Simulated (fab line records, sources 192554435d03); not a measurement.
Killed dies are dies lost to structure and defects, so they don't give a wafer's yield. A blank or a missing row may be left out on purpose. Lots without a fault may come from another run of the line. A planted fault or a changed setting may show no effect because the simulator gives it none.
Which tool did it? | flow n5_finfet | 24 lots, 72 wafers sampled, at 3 steps of a route of 1938

WHAT THE GAUGES READ, wafer by wafer
N5_BEOL_M11_THK_MEAS_01. Usual: M11_ILD_THK 268 nm, standard deviation 3.9.
lot  | measured     | on            | M11_ILD_THK (nm) | flag
L074 | day 10 01:49 | film_metro-01 | 266 265 270      |
L075 | day 10 08:31 | film_metro-01 | 265 268 270      |
L076 | day 10 10:32 | film_metro-02 | 269 266 268      |
L078 | day 10 14:57 | film_metro-02 | 262 270 270      |
L077 | day 10 16:17 | film_metro-01 | 265 272 266      |
L079 | day 11 13:16 | film_metro-02 | 272 278 277      |
L080 | day 12 00:07 | film_metro-01 | 266 268 267      |
L083 | day 12 10:58 | film_metro-02 | 264 270 268      |
L084 | day 12 12:43 | film_metro-01 | 264 268 269      |
L081 | day 12 14:07 | film_metro-02 | 263 266 270      |
L082 | day 12 16:40 | film_metro-01 | 265 271 273      |
L087 | day 12 17:22 | film_metro-01 | 269 268 273      |
L085 | day 12 20:04 | film_metro-01 | 257 266 267      |
L086 | day 12 20:30 | film_metro-02 | 268 266 267      |
L090 | day 14 02:50 | film_metro-02 | 270 277 278      |
L089 | day 14 04:14 | film_metro-01 | 266 260 267      |
L088 | day 14 05:55 | film_metro-02 | 264 269 271      |
L092 | day 14 17:23 | film_metro-01 | 260 266 264      |
L091 | day 14 17:37 | film_metro-02 | 268 273 271      |
L093 | day 15 02:18 | film_metro-02 | 264 264 272      |
L095 | day 15 07:41 | film_metro-02 | 269 275 276      |
L094 | day 15 13:26 | film_metro-01 | 263 269 271      |
L097 | day 16 01:28 | film_metro-01 | 267 264 266      |
L096 | day 16 16:10 | film_metro-01 | 268 274 273      |

N5_BEOL_M11_CD_MEAS_28: target cd 70 nm. Usual: cd_nm 70.6 nm, standard deviation 0.74.
lot  | measured     | on        | cd_nm (nm)     | flag
L074 | day 10 05:35 | cd_sem-01 | 71.1 71.9 71.0 |
L075 | day 10 11:05 | cd_sem-02 | 71.0 70.9 71.0 |
L076 | day 10 13:45 | cd_sem-03 | 71.1 70.1 71.3 |
L078 | day 10 17:58 | cd_sem-01 | 70.8 68.9 69.9 |
L077 | day 11 01:57 | cd_sem-02 | 70.5 70.9 69.6 |
L079 | day 12 01:55 | cd_sem-02 | 71.3 70.5 69.9 |
L080 | day 12 01:57 | cd_sem-01 | 70.9 70.3 70.5 |
L083 | day 12 16:26 | cd_sem-03 | 71.5 71.7 69.9 |
L084 | day 12 16:29 | cd_sem-03 | 71.3 70.3 72.3 |
L081 | day 12 20:12 | cd_sem-02 | 70.8 70.3 71.5 |
L082 | day 12 19:52 | cd_sem-01 | 71.0 71.7 70.8 |
L087 | day 12 20:02 | cd_sem-02 | 69.4 70.3 70.4 |
L085 | day 12 22:31 | cd_sem-02 | 70.9 71.6 70.4 |
L086 | day 12 22:43 | cd_sem-01 | 69.4 69.1 69.0 |
L090 | day 14 05:31 | cd_sem-03 | 70.5 70.0 70.1 |
L089 | day 14 13:22 | cd_sem-02 | 69.3 69.9 69.9 |
L088 | day 14 13:20 | cd_sem-02 | 70.7 70.1 69.7 |
L092 | day 14 21:11 | cd_sem-01 | 69.8 71.4 71.5 |
L091 | day 14 21:22 | cd_sem-02 | 71.4 70.8 70.9 |
L093 | day 15 07:39 | cd_sem-02 | 70.7 70.3 69.1 |
L095 | day 15 10:35 | cd_sem-03 | 70.7 71.2 69.4 |
L094 | day 15 20:27 | cd_sem-03 | 71.8 70.3 70.6 |
L097 | day 16 03:20 | cd_sem-01 | 69.6 70.9 70.1 |
L096 | day 16 20:02 | cd_sem-03 | 71.1 71.5 71.1 |

WHICH TOOL RAN EACH LOT (tool, then ch and the chambers of the sampled wafers, then the start)
lot  | N5_BEOL_M11_PECVD_70
L074 | pecvd-01 ch 0,1, day 10 01:50
L075 | pecvd-01 ch 0,1, day 10 08:33
L076 | pecvd-04 ch 0,1,2, day 10 10:34
L078 | pecvd-03 ch 0,1,2, day 10 14:59
L077 | pecvd-04 ch 0,1,2, day 10 16:19
L079 | pecvd-01 ch 0,1,2, day 11 13:19
L080 | pecvd-03 ch 0,1,2, day 12 00:10
L083 | pecvd-03 ch 0,1,2, day 12 11:00
L084 | pecvd-03 ch 1,2, day 12 12:46
L081 | pecvd-04 ch 0,1, day 12 14:08
L082 | pecvd-04 ch 0,1, day 12 16:43
L087 | pecvd-01 ch 0,2, day 12 17:25
L085 | pecvd-03 ch 0,2, day 12 20:06
L086 | pecvd-01 ch 0,2, day 12 20:32
L090 | pecvd-01 ch 1,2, day 14 02:53
L089 | pecvd-03 ch 1,2, day 14 04:17
L088 | pecvd-04 ch 0,1,2, day 14 05:58
L092 | pecvd-01 ch 0,1, day 14 17:26
L091 | pecvd-03 ch 0,1,2, day 14 17:38
L093 | pecvd-03 ch 1,2, day 15 02:20
L095 | pecvd-03 ch 0,1, day 15 07:43
L094 | pecvd-04 ch 0,1, day 15 13:28
L097 | pecvd-03 ch 0,1,2, day 16 01:31
L096 | pecvd-01 ch 0,2, day 16 16:12
- N5_BEOL_M11_PECVD_70: deposits SiO2 from TEOS/O2, target thk 20 nm, time 22.7 s.

WHAT THE TOOLS THEMSELVES READ (means of the sampled wafers that have a number; where no wafer has one, the mark that the record gives instead)
N5_BEOL_M11_PECVD_70. Usual: heater_power_w 751 W, standard deviation 73; showerhead_plenum_p_Torr 8.78 Torr, standard deviation 0.059; showerhead_vpp_V 1317 V, standard deviation 58; throttle_valve_pct 23.0 %, standard deviation 0.98.
lot  | tool     | heater_power_w (W) | showerhead_plenum_p_Torr (Torr) | showerhead_vpp_V (V) | throttle_valve_pct (%) | flag
L074 | pecvd-01 | 675                | 8.75                            | 1283                 | 23.8                   |
L075 | pecvd-01 | 764                | 8.75                            | 1333                 | 24.2                   |
L076 | pecvd-04 | 741                | 8.78                            | 1330                 | 22.4                   |
L078 | pecvd-03 | 797                | 8.81                            | 1296                 | 22.5                   |
L077 | pecvd-04 | 791                | 8.79                            | 1321                 | 22.5                   |
L079 | pecvd-01 | 679                | 8.76                            | 1335                 | 23.3                   |
L080 | pecvd-03 | 816                | 8.80                            | 1292                 | 22.5                   |
L083 | pecvd-03 | 810                | 8.79                            | 1293                 | 22.5                   |
L084 | pecvd-03 | 799                | 8.77                            | 1305                 | 22.4                   |
L081 | pecvd-04 | 788                | 8.77                            | 1295                 | 23.3                   |
L082 | pecvd-04 | 811                | 8.78                            | 1301                 | 23.3                   |
L087 | pecvd-01 | 740                | 8.78                            | 1408                 | 22.9                   |
L085 | pecvd-03 | 808                | 8.76                            | 1271                 | 22.6                   |
L086 | pecvd-01 | 726                | 8.78                            | 1421                 | 22.8                   |
L090 | pecvd-01 | 702                | 8.77                            | 1303                 | 23.0                   |
L089 | pecvd-03 | 697                | 8.77                            | 1300                 | 22.6                   |
L088 | pecvd-04 | 757                | 8.77                            | 1312                 | 22.6                   |
L092 | pecvd-01 | 700                | 8.76                            | 1323                 | 24.7                   |
L091 | pecvd-03 | 741                | 8.80                            | 1293                 | 22.6                   |
L093 | pecvd-03 | 764                | 8.83                            | 1316                 | 22.6                   |
L095 | pecvd-03 | 802                | 8.81                            | 1295                 | 22.6                   |
L094 | pecvd-04 | 721                | 8.75                            | 1309                 | 23.3                   |
L097 | pecvd-03 | 756                | 8.78                            | 1304                 | 22.6                   |
L096 | pecvd-01 | 751                | 8.77                            | 1388                 | 24.6                   |

THE ANSWER, worked out from the rows above alone
Rule: a lot is off if the mean of its wafers that have a number lies more than 3 standard deviations from the usual mean. A lot without any number at a reading at which 4 lots or more have one is off too. The other lots that the step has rows for count as sound. The gauges are gone through in route order, then the tools' own readings, and for those a lot's mean is taken as printed above. The first step at which some lot is off is used, and at that step the reading that is off furthest; a lot without a number counts as furthest.
No lot is off at any reading shown: from this, nothing can be told.

WHAT THE SIMULATOR HAD PUT IN
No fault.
